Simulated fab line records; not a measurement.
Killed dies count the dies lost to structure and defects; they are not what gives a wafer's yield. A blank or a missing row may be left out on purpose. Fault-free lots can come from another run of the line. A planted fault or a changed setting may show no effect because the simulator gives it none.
fab line records	flow nandHarc
[record] lots = 24	wafers = 72	lastDay = 34
route steps=1302 shown A_CONTACT@1098 A_BLC@1126 A_M0@1147
lots that met no fault: taken from a fault-free run of the same line
startH: hours from the record's opening day to when the first of the lot's shown wafers began	waitH: time in hours since the lot's previous step	" repeats the value in the row above	L1.1+2: a row that stands for several wafers	- no value present, or no start provided	* or withheld: withheld	< > ~ a bound
route shown NAME@n: a module of which the file shows steps, and the number in the route of the first	usual: mean/standard deviation taken from wafers without a fault	same: alike in all rows	chamber/n: place in a boat	sites: readings site by site	_std_site: their standard deviation	_edge_site: inner sites' mean taken away from outer sites' mean	radiusMm: for every site, how far away it sits from the centre of the wafer	mask NAME#n: copy n	behind: the last tool/chamber to shape the wafer	hold: why the lot was held/for how many hours/how that ended	device: whichever transistor did not switch (one of n, p or np)	end of line: the route-end tests of the same wafers	a step without rows: its recipe alone	killed: the dies lost at the first sort to structure and to defects; this is not the yield of the wafer	map: a wafer's dies, x killed, . not, _ none there
set.NAME: the setting the step ran with; set.NAME@STEP: the setting that earlier step ran with	model.NAME: the simulator's own value behind a step, which no gauge read
a sample of lots followed through the steps of the route, with each step as a table and each wafer as a row
services: from which hour (startH, from the record's first day; less than 0 if before it) a tool's chamber was out of use, for how many hours, and why
[[steps]]
[step NHARC_A_CONTACT_ETCH_110]
[recipe] targetDepthA = 600	overetchA = 60	timeS = 33	ionEnergyEv = 100	cf4FlowSccm = 80	o2FlowSccm = 20	arFlowSccm = 0	rfW = 300	biasW = 100	chemistry = CF4/O2
[usual] drypumpMotorCurrentA = 5.9/0.3	oesProductAu = 1.001/0.011	rfVppV = 198.1/1.3	showerheadPlenumPTorr = 1.35/0.049	throttleValvePct = 13.396/0.0099
[same] timeS = 33
lot.wafer	tool	chamber	startH	waitH	drypumpMotorCurrentA	oesProductAu	rfHoursCounterH	rfVppV	showerheadPlenumPTorr	throttleValvePct
L075.2	rieDiel-04	2	529.56	0.0	6.0	1.000	29	198.0	1.40	13.420
L075.3	"	3	"	"	6.0	0.994	23	199.3	1.40	13.403
L075.5	"	3	"	"	6.0	1.001	-	199.1	1.40	13.383
L076.2	rieDiel-01	2	531.48	0.1	6.2	1.007	43	196.9	1.24	13.395
L076.1	"	0	"	"	5.4	0.999	49	200.6	1.43	13.396
L076.5	"	3	"	"	5.7	0.991	-	196.8	1.28	13.390
L074.4	rieDiel-08	0	533.76	0.1	5.4	1.009	48	199.4	1.35	13.395
L074.3	"	3	"	"	5.8	1.005	55	196.8	1.31	13.397
L074.5	"	1	"	"	5.6	0.988	-	198.1	1.37	13.396
L077.2	rieDiel-08	2	536.00	0.1	5.6	0.987	56	197.3	1.30	13.393
L077.4	"	0	"	"	5.3	1.002	48	197.6	1.35	13.400
L077.6	"	2	"	"	5.6	0.990	-	198.0	1.30	13.392
L078.2	rieDiel-01	0	537.43	0.1	5.4	1.002	50	199.7	1.43	13.409
L078.1	"	1	"	"	5.9	0.999	53	197.9	1.34	13.388
L078.4	"	3	"	"	5.7	0.996	45	195.3	1.28	13.404
L080.2	rieDiel-01	2	551.41	0.0	6.2	1.030	51	196.0	1.24	13.390
L080.4	"	0	"	"	5.4	1.008	55	200.8	1.43	13.397
L080.1	"	1	"	"	5.9	1.017	58	198.8	1.34	13.399
L079.2	rieDiel-01	2	557.67	0.1	6.2	1.013	52	195.6	1.24	13.395
L079.5	"	0	"	"	5.5	1.019	-	197.8	1.43	13.375
L079.6	"	1	"	"	5.9	1.000	-	198.9	1.34	13.376
L084.3	rieDiel-08	3	595.87	0.1	5.8	1.005	16	196.6	1.30	13.399
L084.1	"	0	"	"	5.4	1.014	17	197.4	1.34	13.383
L084.5	"	2	"	"	5.6	1.011	-	196.0	1.29	13.393
L082.1	rieDiel-08	0	603.83	0.1	5.3	1.022	20	199.0	1.34	13.398
L082.6	"	3	"	"	5.8	0.984	-	198.2	1.30	13.389
L082.5	"	0	"	"	5.3	1.003	-	198.2	1.34	13.400
L083.3	rieDiel-08	2	608.67	0.0	5.6	1.019	18	197.9	1.29	13.383
L083.1	"	3	"	"	5.8	0.998	19	197.8	1.30	13.402
L083.4	"	1	"	"	5.6	0.991	20	198.3	1.37	13.400
L081.1	rieDiel-01	1	609.00	0.1	5.9	1.003	14	197.8	1.34	13.411
L081.4	"	3	"	"	5.6	0.991	15	196.3	1.28	13.396
L081.2	"	0	"	"	5.4	0.995	16	198.9	1.43	13.395
L085.3	rieDiel-04	0	623.75	0.1	6.4	0.986	3	197.4	1.34	13.393
L085.4	"	1	"	"	6.1	1.005	12	197.2	1.34	13.399
L085.5	"	0	"	"	6.4	0.996	-	196.9	1.34	13.388
L086.1	rieDiel-04	1	627.84	0.1	6.1	1.013	13	198.3	1.34	13.396
L086.6	"	0	"	"	6.4	1.004	-	198.7	1.33	13.385
L086.5	"	1	"	"	6.1	0.993	-	197.4	1.34	13.399
L088.1	rieDiel-04	0	645.87	0.1	6.4	0.993	9	197.7	1.33	13.398
L088.4	"	1	"	"	6.1	0.998	17	197.3	1.34	13.390
L088.6	"	3	"	"	6.0	1.001	-	199.2	1.40	13.387
L089.3	rieDiel-04	3	653.13	0.1	6.0	0.995	20	198.5	1.40	13.380
L089.2	"	1	"	"	6.1	1.004	20	197.8	1.34	13.394
L089.6	"	0	"	"	6.4	1.003	-	198.2	1.33	13.393
L087.4	rieDiel-01	3	656.91	0.1	5.7	1.000	30	195.6	1.27	13.396
L087.1	"	0	"	"	5.4	0.994	28	199.0	1.43	13.389
L087.6	"	2	"	"	6.2	1.003	-	199.8	1.44	13.410
L091.2	rieDiel-08	2	669.58	0.1	5.6	1.017	38	196.5	1.29	13.380
L091.1	"	3	"	"	5.8	0.997	40	197.1	1.30	13.412
L091.3	"	0	"	"	5.3	1.025	43	198.3	1.34	13.406
L090.3	rieDiel-04	1	679.94	0.1	6.1	1.007	25	198.0	1.34	13.408
L090.1	"	3	"	"	6.0	1.004	25	200.0	1.40	13.385
L090.6	"	2	"	"	6.0	0.984	-	197.8	1.40	13.378
L092.3	rieDiel-04	2	681.84	0.0	6.0	0.981	23	199.9	1.40	13.402
L092.4	"	1	"	"	6.1	0.989	25	197.3	1.34	13.393
L092.6	"	2	"	"	6.0	0.988	-	198.3	1.40	13.393
L094.4	rieDiel-08	0	693.88	0.1	5.3	1.030	51	198.1	1.33	13.399
L094.3	"	2	"	"	5.6	1.008	44	196.3	1.29	13.388
L094.1	"	3	"	"	5.8	1.008	48	197.8	1.30	13.392
L093.4	rieDiel-04	1	695.90	0.0	6.1	0.998	27	196.8	1.34	13.396
L093.2	"	0	"	"	6.4	1.006	20	198.0	1.33	13.413
L093.5	"	2	"	"	6.0	0.992	-	197.4	1.40	13.386
L097.1	rieDiel-04	2	730.11	0.1	6.0	0.994	3	197.5	1.40	13.391
L097.2	"	3	"	"	6.0	1.015	2	197.6	1.39	13.409
L097.5	"	1	"	"	6.1	1.003	-	197.7	1.34	13.383
L096.1	rieDiel-04	3	740.71	0.1	6.0	1.012	5	199.8	1.39	13.401
L096.3	"	1	"	"	6.1	1.000	6	197.4	1.34	13.388
L096.6	"	3	"	"	6.0	1.002	-	198.5	1.39	13.389
L095.3	rieDiel-04	3	750.29	0.0	6.0	1.012	8	199.3	1.39	13.406
L095.4	"	0	"	"	6.4	0.997	8	196.8	1.33	13.378
L095.6	"	0	"	"	6.4	1.001	-	198.5	1.33	13.395
[step NHARC_A_BLC_STRIP_21]
[recipe] o2FlowSccm = 500	arFlowSccm = 0	biasW = 0	chemistry = O2
[usual] drypumpMotorCurrentA = 5.8/0.35	oesProductAu = 0.998/0.01	rfVppV = 57.8/0.93	showerheadPlenumPTorr = 3.52/0.088	throttleValvePct = 17.038/0.008
lot.wafer	tool	chamber	startH	waitH	drypumpMotorCurrentA	oesProductAu	rfHoursCounterH	rfVppV	showerheadPlenumPTorr	throttleValvePct
L075.3	rieDiel-03	1	533.55	0.1	6.2	1.003	3	59.0	3.43	17.030
L075.2	"	3	"	"	5.4	0.994	3	57.2	3.39	17.032
L075.5	"	1	"	"	6.2	1.015	-	56.5	3.43	17.039
L076.1	rieDiel-03	2	535.50	0.1	6.0	0.994	3	57.1	3.62	17.036
L076.2	"	3	"	"	5.4	0.992	3	58.0	3.39	17.048
L076.5	"	1	"	"	6.2	1.007	-	56.1	3.43	17.044
L074.4	rieDiel-03	1	537.69	0.1	6.2	1.007	3	57.9	3.43	17.051
L074.3	"	2	"	"	6.1	1.001	3	57.7	3.61	17.027
L074.5	"	0	"	"	5.9	1.000	-	57.5	3.54	17.032
L077.2	rieDiel-10	3	540.05	0.1	6.2	0.992	10	58.3	3.63	17.037
L077.4	"	0	"	"	5.5	0.986	11	58.3	3.42	17.036
L077.6	"	3	"	"	6.2	0.986	-	58.7	3.63	17.033
L078.4	rieDiel-03	3	541.44	0.1	5.4	0.995	4	58.2	3.39	17.048
L078.1	"	0	"	"	5.9	0.999	4	59.0	3.54	17.034
L078.2	"	1	"	"	6.2	1.008	4	57.5	3.43	17.030
L080.4	rieDiel-10	2	555.30	0.1	5.6	1.004	12	57.1	3.55	17.031
L080.1	"	3	"	"	6.2	0.992	11	57.9	3.63	17.032
L080.2	"	0	"	"	5.6	0.989	13	57.3	3.42	17.030
L079.2	rieDiel-10	3	562.33	0.1	6.2	0.994	13	59.4	3.63	17.043
L079.6	"	1	"	"	5.6	1.015	-	58.9	3.58	17.037
L079.5	"	3	"	"	6.2	1.002	-	59.1	3.63	17.039
L084.1	rieDiel-03	0	600.10	0.1	5.9	0.999	9	57.6	3.54	17.024
L084.3	"	3	"	"	5.4	0.986	8	57.2	3.39	17.035
L084.5	"	2	"	"	6.0	0.999	-	58.4	3.61	17.034
L082.1	rieDiel-10	0	608.67	0.1	5.6	0.973	0	57.0	3.42	17.037
L082.5	"	0	"	"	5.6	0.981	-	58.5	3.42	17.043
L082.6	"	1	"	"	5.6	1.015	-	58.6	3.58	17.040
L081.1	rieDiel-03	0	613.12	0.1	5.9	0.991	10	56.9	3.53	17.041
L081.4	"	2	"	"	6.0	1.004	9	58.9	3.61	17.034
L081.2	"	3	"	"	5.4	0.986	9	55.7	3.39	17.038
L083.3	rieDiel-10	2	613.42	0.1	5.6	0.998	1	57.0	3.54	17.031
L083.1	"	3	"	"	6.2	1.010	1	56.8	3.63	17.027
L083.4	"	0	"	"	5.6	0.988	1	56.3	3.42	17.047
L085.4	rieDiel-11	3	627.84	0.1	5.3	1.001	1	56.3	3.68	17.028
L085.3	"	0	"	"	6.7	0.999	1	57.9	3.53	17.039
L085.5	"	2	"	"	5.4	1.007	-	58.8	3.59	17.046
L086.1	rieDiel-11	0	632.65	0.1	6.7	0.990	2	58.3	3.53	17.033
L086.6	"	3	"	"	5.3	1.000	-	58.4	3.68	17.040
L086.5	"	0	"	"	6.6	0.987	-	56.6	3.53	17.035
L088.1	rieDiel-10	1	650.00	0.1	5.7	0.991	3	58.7	3.58	17.053
L088.4	"	2	"	"	5.6	1.003	3	57.7	3.54	17.032
L088.6	"	0	"	"	5.5	0.982	-	56.3	3.42	17.046
L089.2	rieDiel-10	1	657.13	0.1	5.6	1.003	5	59.0	3.58	17.054
L089.3	"	3	"	"	6.2	1.012	5	58.4	3.62	17.043
L089.6	"	1	"	"	5.7	0.983	-	60.3	3.58	17.036
L087.4	rieDiel-03	1	660.80	0.1	6.2	1.014	2	59.1	3.43	17.026
L087.1	"	2	"	"	6.1	0.994	1	58.4	3.61	17.032
L087.6	"	1	"	"	6.2	1.013	-	57.8	3.43	17.029
L091.3	rieDiel-10	3	673.55	0.1	6.2	1.022	5	59.2	3.62	17.027
L091.1	"	0	"	"	5.6	0.977	5	57.7	3.42	17.035
L091.2	"	1	"	"	5.6	0.997	5	59.2	3.58	17.023
L090.3	rieDiel-11	0	683.93	0.1	6.7	0.998	14	57.5	3.52	17.024
L090.1	"	1	"	"	5.1	1.014	16	58.4	3.46	17.045
L090.6	"	3	"	"	5.3	1.008	-	58.9	3.67	17.038
L092.3	rieDiel-03	3	685.70	0.1	5.4	0.979	3	58.3	3.38	17.041
L092.4	"	1	"	"	6.2	1.010	3	56.7	3.43	17.033
L092.6	"	0	"	"	5.9	0.994	-	58.1	3.53	17.049
L094.4	rieDiel-10	0	697.73	0.1	5.5	0.979	8	56.9	3.42	17.028
L094.3	"	2	"	"	5.6	0.987	9	58.6	3.54	17.041
L094.1	"	3	"	"	6.2	1.007	9	58.3	3.62	17.027
L093.4	rieDiel-10	0	699.90	0.1	5.6	0.977	8	58.0	3.42	17.050
L093.2	"	1	"	"	5.7	0.984	8	58.3	3.58	17.029
L093.5	"	2	"	"	5.6	0.989	-	58.3	3.54	17.052
L097.1	rieDiel-03	3	738.42	0.1	5.4	0.991	6	56.6	3.38	17.043
L097.2	"	1	"	"	6.2	1.022	7	57.5	3.43	17.046
L097.5	"	3	"	"	5.4	1.005	-	55.9	3.38	17.031
L096.3	rieDiel-03	1	745.88	0.1	6.2	1.012	7	57.7	3.43	17.039
L096.1	"	2	"	"	6.0	0.995	6	58.3	3.61	17.049
L096.6	"	0	"	"	5.9	1.004	-	58.1	3.53	17.036
L095.3	rieDiel-03	2	763.33	0.1	6.0	1.004	6	57.6	3.61	17.015
L095.4	"	3	"	"	5.4	0.995	7	56.9	3.38	17.039
L095.6	"	0	"	"	5.9	0.996	-	58.9	3.53	17.042
[step NHARC_A_M0_CD_MEAS_09]
[recipe] targetCdNm = 80	landingEnergyEv = 500
[usual] cdNm = 80.0/0.67
lot.wafer	tool	chamber	startH	waitH	cdNm
L075.2	cdSem-02	0	536.17	-	80.7
L075.3	"	0	"	"	80.9
L075.5	"	0	"	"	80.6
L076.1	cdSem-03	0	538.23	-	78.7
L076.2	"	0	"	"	79.0
L076.5	"	0	"	"	79.2
L074.3	cdSem-01	0	540.39	-	79.2
L074.4	"	0	"	"	79.4
L074.5	"	0	"	"	78.5
L077.2	cdSem-01	0	542.77	-	79.7
L077.4	"	0	"	"	81.2
L077.6	"	0	"	"	79.4
L078.1	cdSem-01	0	544.15	-	80.9
L078.2	"	0	"	"	81.3
L078.4	"	0	"	"	80.1
L080.1	cdSem-02	0	558.03	-	79.8
L080.2	"	0	"	"	80.5
L080.4	"	0	"	"	80.8
L079.2	cdSem-02	0	565.04	-	80.2
L079.5	"	0	"	"	79.9
L079.6	"	0	"	"	79.8
L084.1	cdSem-01	0	602.74	-	81.9
L084.3	"	0	"	"	80.7
L084.5	"	0	"	"	80.6
L082.1	cdSem-02	0	611.40	-	79.5
L082.5	"	0	"	"	80.9
L082.6	"	0	"	"	80.2
L081.1	cdSem-01	0	615.83	-	79.7
L081.2	"	0	"	"	81.2
L081.4	"	0	"	"	80.0
L083.1	cdSem-01	0	616.44	-	80.2
L083.3	"	0	"	"	80.2
L083.4	"	0	"	"	79.8
L085.3	cdSem-02	0	630.97	-	80.3
L085.4	"	0	"	"	81.4
L085.5	"	0	"	"	80.6
L086.1	cdSem-01	0	635.77	-	79.3
L086.5	"	0	"	"	79.1
L086.6	"	0	"	"	78.7
L088.1	cdSem-03	0	652.71	-	79.4
L088.4	"	0	"	"	81.4
L088.6	"	0	"	"	80.8
L089.2	cdSem-01	0	659.82	-	79.1
L089.3	"	0	"	"	79.2
L089.6	"	0	"	"	79.4
L087.1	cdSem-02	0	663.57	-	79.6
L087.4	"	0	"	"	80.0
L087.6	"	0	"	"	80.1
L091.1	cdSem-01	0	676.23	-	80.0
L091.2	"	0	"	"	80.5
L091.3	"	0	"	"	81.0
L090.1	cdSem-03	0	686.61	-	80.1
L090.3	"	0	"	"	79.0
L090.6	"	0	"	"	80.0
L092.3	cdSem-03	0	688.42	-	79.5
L092.4	"	0	"	"	78.8
L092.6	"	0	"	"	79.6
L094.1	cdSem-01	0	700.31	-	80.1
L094.3	"	0	"	"	80.8
L094.4	"	0	"	"	80.7
L093.2	cdSem-01	0	702.64	-	79.2
L093.4	"	0	"	"	79.5
L093.5	"	0	"	"	80.0
L097.1	cdSem-02	0	741.16	-	79.4
L097.2	"	0	"	"	80.0
L097.5	"	0	"	"	79.6
L096.1	cdSem-01	0	748.59	-	79.6
L096.3	"	0	"	"	80.0
L096.6	"	0	"	"	79.7
L095.3	cdSem-01	0	766.13	-	79.2
L095.4	"	0	"	"	79.5
L095.6	"	0	"	"	80.0
[step NHARC_A_M0_ETCH_15]
[recipe] targetDepthA = 1500	overetchA = 150	timeS = 82.5	c4f8FlowSccm = withheld	arFlowSccm = 400	rfW = 600	biasW = 300	chemistry = C4F8/Ar
[usual] oesProductAu = 0.957/0.021	rfVppV = 442/3.3
[same] timeS = 82.5
lot.wafer	tool	chamber	startH	waitH	oesProductAu	rfHoursCounterH	rfVppV
L075.2	rieDiel-12	0	-	-	0.965	2.9	444
L075.3	"	2	"	"	0.991	5.8	438
L075.5	"	1	"	"	0.965	-	442
L076.1	rieDiel-07	2	-	-	0.983	2.3	440
L076.2	"	3	"	"	0.969	2.6	441
L076.5	"	1	"	"	0.945	-	444
L074.4	rieDiel-06	0	-	-	0.963	2.1	441
L074.3	"	1	"	"	0.976	2.1	446
L074.5	"	3	"	"	0.982	-	437
L077.2	rieDiel-06	2	-	-	0.945	2.2	445
L077.4	"	0	"	"	0.927	2.2	442
L077.6	"	2	"	"	0.935	-	445
L078.1	rieDiel-06	3	-	-	0.962	1.8	437
L078.2	"	0	"	"	0.947	2.2	442
L078.4	"	1	"	"	0.979	2.1	446
L080.4	rieDiel-06	1	-	-	0.980	2.7	445
L080.1	"	2	"	"	0.976	2.7	446
L080.2	"	0	"	"	0.966	2.7	443
L079.2	rieDiel-06	0	-	-	0.960	3.5	442
L079.5	"	3	"	"	0.975	-	436
L079.6	"	0	"	"	0.954	-	440
L084.1	rieDiel-12	3	-	-	0.962	11.4	445
L084.3	"	0	"	"	0.960	6.8	443
L084.5	"	3	"	"	0.970	-	444
L082.1	rieDiel-06	0	-	-	0.945	5.8	443
L082.6	"	1	"	"	0.966	-	446
L082.5	"	2	"	"	0.972	-	446
L081.1	rieDiel-06	1	-	-	0.932	5.7	445
L081.2	"	2	"	"	0.931	5.4	446
L081.4	"	3	"	"	0.925	5.1	438
L083.1	rieDiel-06	0	-	-	0.918	6.0	441
L083.3	"	1	"	"	0.934	5.8	446
L083.4	"	2	"	"	0.939	5.5	446
L085.3	rieDiel-06	3	-	-	0.926	5.3	436
L085.4	"	2	"	"	0.922	5.7	445
L085.5	"	3	"	"	0.936	-	436
L086.1	rieDiel-06	1	-	-	0.974	6.4	445
L086.5	"	2	"	"	0.969	-	444
L086.6	"	3	"	"	0.953	-	437
L088.1	rieDiel-06	3	-	-	0.977	7.0	437
L088.4	"	1	"	"	0.960	8.0	444
L088.6	"	2	"	"	0.960	-	445
L089.2	rieDiel-06	0	660.20	-	0.920	8.8	442
L089.3	"	2	"	"	0.933	8.2	445
L089.6	"	1	"	"	0.927	-	445
L087.1	rieDiel-07	2	-	-	0.978	0.4	441
L087.4	"	0	"	"	0.966	0.2	439
L087.6	"	2	"	"	0.964	-	440
L091.2	rieDiel-06	3	-	-	1.012	0.0	436
L091.1	"	0	"	"	0.958	0.1	443
L091.3	"	1	"	"	0.970	0.1	444
L090.1	rieDiel-06	3	-	-	0.960	0.5	437
L090.3	"	1	"	"	0.987	0.5	445
L090.6	"	3	"	"	0.962	-	438
L092.3	rieDiel-07	1	-	-	0.948	2.6	445
L092.4	"	2	"	"	0.954	2.3	439
L092.6	"	1	"	"	0.949	-	444
L094.3	rieDiel-06	2	-	-	0.949	0.9	446
L094.4	"	3	"	"	0.927	0.9	437
L094.1	"	0	"	"	0.935	0.9	443
L093.2	rieDiel-12	1	-	-	0.968	2.8	443
L093.4	"	0	"	"	0.957	3.3	444
L093.5	"	2	"	"	0.985	-	438
L097.2	rieDiel-06	0	-	-	0.982	2.1	442
L097.1	"	3	"	"	0.990	2.5	435
L097.5	"	1	"	"	0.970	-	445
L096.1	rieDiel-12	0	-	-	0.915	6.2	444
L096.3	"	1	"	"	0.912	5.7	441
L096.6	"	3	"	"	0.924	-	444
L095.3	rieDiel-07	2	-	-	0.965	4.9	439
L095.4	"	3	"	"	0.970	5.0	439
L095.6	"	1	"	"	0.950	-	444
[step NHARC_A_M0_DEGAS_28]
[recipe] tempC = 250	timeS = 60
[usual] heaterPowerW = 337/33
[same] timeS = 60
lot.wafer	tool	chamber	startH	waitH	heaterPowerW
L075.3	pvdSputter-02	-	537.28	-	363
L075.2	"	-	"	"	335
L075.5	"	-	"	"	373
L076.2	pvdSputter-01	-	539.33	-	279
L076.1	"	-	"	"	339
L076.5	"	-	"	"	275
L074.3	pvdSputter-02	-	541.49	-	328
L074.4	"	-	"	"	307
L074.5	"	-	"	"	311
L077.4	pvdSputter-01	-	543.88	-	329
L077.2	"	-	"	"	274
L077.6	"	-	"	"	338
L078.1	pvdSputter-02	-	545.26	-	366
L078.2	"	-	"	"	371
L078.4	"	-	"	"	340
L080.4	pvdSputter-02	-	559.13	-	326
L080.1	"	-	"	"	369
L080.2	"	-	"	"	329
L079.2	pvdSputter-03	-	566.15	-	334
L079.6	"	-	"	"	400
L079.5	"	-	"	"	305
L084.1	pvdSputter-02	-	603.84	-	311
L084.3	"	-	"	"	326
L084.5	"	-	"	"	369
L082.1	pvdSputter-02	-	612.50	-	358
L082.5	"	-	"	"	370
L082.6	"	-	"	"	367
L081.1	pvdSputter-01	-	616.93	-	333
L081.2	"	-	"	"	357
L081.4	"	-	"	"	309
L083.4	pvdSputter-03	-	617.55	-	339
L083.1	"	-	"	"	345
L083.3	"	-	"	"	408
L085.3	pvdSputter-01	-	632.09	-	284
L085.4	"	-	"	"	329
L085.5	"	-	"	"	297
L086.1	pvdSputter-01	-	636.89	-	338
L086.5	"	-	"	"	302
L086.6	"	-	"	"	290
L088.1	pvdSputter-01	-	653.83	-	288
L088.4	"	-	"	"	339
L088.6	"	-	"	"	367
L089.2	pvdSputter-03	-	660.95	-	405
L089.3	"	-	"	"	315
L089.6	"	-	"	"	353
L087.4	pvdSputter-03	-	664.69	-	361
L087.1	"	-	"	"	411
L087.6	"	-	"	"	327
L091.2	pvdSputter-01	-	677.36	-	335
L091.1	"	-	"	"	371
L091.3	"	-	"	"	302
L090.3	pvdSputter-03	-	687.72	-	411
L090.1	"	-	"	"	336
L090.6	"	-	"	"	316
L092.3	pvdSputter-03	-	689.53	-	360
L092.4	"	-	"	"	403
L092.6	"	-	"	"	335
L094.3	pvdSputter-01	-	701.45	-	330
L094.1	"	-	"	"	363
L094.4	"	-	"	"	305
L093.4	pvdSputter-01	-	703.77	-	300
L093.2	"	-	"	"	280
L093.5	"	-	"	"	305
L097.2	pvdSputter-03	-	742.26	-	335
L097.1	"	-	"	"	332
L097.5	"	-	"	"	331
L096.3	pvdSputter-02	-	763.06	-	336
L096.1	"	-	"	"	362
L096.6	"	-	"	"	362
L095.3	pvdSputter-03	-	767.24	-	337
L095.4	"	-	"	"	380
L095.6	"	-	"	"	304
[step NHARC_A_M0_ANNEAL_30]
[recipe] tempC = 225	timeS = 90
[usual] annealTempC = 224.96/0.19	wafer_temp_C_max = 226.04/0.24
[same] timeS = 90
lot.wafer	tool	chamber	startH	waitH	annealTempC	wafer_temp_C_max
L075.2	rtpAnneal-02	0	538.09	0.4	225.26	225.97
L075.3	"	0	"	"	225.17	226.53
L075.5	"	0	"	"	224.87	226.40
L076.1	rtpAnneal-01	0	540.11	0.4	224.88	226.22
L076.2	"	0	"	"	225.05	225.86
L076.5	"	0	"	"	225.00	226.04
L074.3	rtpAnneal-01	0	542.32	-	224.88	226.17
L074.4	"	0	"	"	224.97	226.19
L074.5	"	0	"	"	225.02	225.60
L077.2	rtpAnneal-02	0	544.82	0.4	224.64	226.10
L077.4	"	0	"	"	224.83	226.20
L077.6	"	0	"	"	224.79	225.53
L078.1	rtpAnneal-02	0	545.98	-	225.20	226.15
L078.2	"	0	"	"	224.89	226.13
L078.4	"	0	"	"	225.03	225.84
L080.1	rtpAnneal-01	0	559.88	0.3	224.66	225.86
L080.2	"	0	"	"	224.82	225.67
L080.4	"	0	"	"	224.79	226.07
L079.2	rtpAnneal-02	0	566.94	0.3	225.05	226.38
L079.5	"	0	"	"	225.06	225.93
L079.6	"	0	"	"	224.84	225.55
L084.1	rtpAnneal-02	0	604.64	0.4	224.71	225.85
L084.3	"	0	"	"	224.87	225.67
L084.5	"	0	"	"	224.97	225.88
L082.1	rtpAnneal-01	0	613.27	0.3	224.81	225.67
L082.5	"	0	"	"	224.68	225.94
L082.6	"	0	"	"	224.92	226.40
L081.1	rtpAnneal-02	0	617.76	-	224.80	225.81
L081.2	"	0	"	"	224.87	226.00
L081.4	"	0	"	"	224.90	226.01
L083.1	rtpAnneal-01	0	618.28	0.3	225.00	225.94
L083.3	"	0	"	"	225.07	226.03
L083.4	"	0	"	"	225.15	226.07
L085.3	rtpAnneal-01	0	632.92	0.3	225.03	226.15
L085.4	"	0	"	"	224.75	225.88
L085.5	"	0	"	"	224.94	226.02
L086.1	rtpAnneal-01	0	637.61	-	225.12	225.90
L086.5	"	0	"	"	225.30	225.78
L086.6	"	0	"	"	225.59	225.70
L088.1	rtpAnneal-02	0	654.55	0.3	224.69	226.05
L088.4	"	0	"	"	224.61	225.74
L088.6	"	0	"	"	224.79	225.58
L089.2	rtpAnneal-02	0	661.74	0.4	224.74	226.10
L089.3	"	0	"	"	225.11	226.07
L089.6	"	0	"	"	225.08	225.90
L087.1	rtpAnneal-02	0	665.41	-	225.28	225.90
L087.4	"	0	"	"	225.09	226.13
L087.6	"	0	"	"	225.08	226.10
L091.1	rtpAnneal-02	0	678.08	-	224.89	226.22
L091.2	"	0	"	"	224.88	225.90
L091.3	"	0	"	"	224.80	225.87
L090.1	rtpAnneal-02	0	688.52	-	225.05	226.49
L090.3	"	0	"	"	224.96	226.12
L090.6	"	0	"	"	225.02	225.66
L092.3	rtpAnneal-02	0	690.35	-	224.68	226.25
L092.4	"	0	"	"	224.80	225.92
L092.6	"	0	"	"	224.91	226.06
L094.1	rtpAnneal-02	0	702.19	0.3	225.09	226.31
L094.3	"	0	"	"	224.99	226.45
L094.4	"	0	"	"	225.10	226.11
L093.2	rtpAnneal-02	0	704.55	-	225.05	226.66
L093.4	"	0	"	"	224.73	225.59
L093.5	"	0	"	"	224.65	226.03
L097.1	rtpAnneal-01	0	743.01	0.3	224.63	226.24
L097.2	"	0	"	"	225.03	226.24
L097.5	"	0	"	"	225.30	225.93
L096.1	rtpAnneal-02	0	763.80	-	225.08	225.85
L096.3	"	0	"	"	224.94	226.41
L096.6	"	0	"	"	224.93	225.86
L095.3	rtpAnneal-02	0	768.06	-	224.87	226.09
L095.4	"	0	"	"	224.96	226.27
L095.6	"	0	"	"	224.80	226.05
[[services]]
tool	chamber	startH	hours	kind
rieDiel-03	3	509.15	5.7	repair
rieDiel-03	0	528.00	2.7	repair
rieDiel-06	3	529.62	5.5	repair
rieDiel-04	-	531.99	9.0	pm
rieDiel-10	-	538.25	0.7	repair
rieDiel-10	2	555.41	28.7	repair
rieDiel-04	1	562.54	2.9	repair
rieDiel-03	1	571.06	13.7	repair
rieDiel-04	0	572.98	42.3	repair
pvdSputter-01	-	582.05	10.0	pm
rieDiel-03	1	596.35	9.1	repair
rieDiel-10	-	596.53	9.0	pm
rieDiel-03	1	625.97	15.1	repair
rieDiel-03	-	635.36	9.0	pm
rieDiel-06	-	639.15	0.5	repair
rieDiel-06	-	661.20	9.0	pm
rieDiel-06	3	672.30	4.1	repair
rieDiel-03	2	676.14	6.2	repair
rieDiel-03	1	676.53	2.2	repair
rieDiel-06	3	695.15	4.3	repair
rieDiel-04	-	708.99	9.0	pm
rieDiel-03	2	713.09	6.3	repair
rtpAnneal-02	-	744.04	12.0	pm
rieDiel-10	3	750.20	3.1	repair
[[key]]
fault none
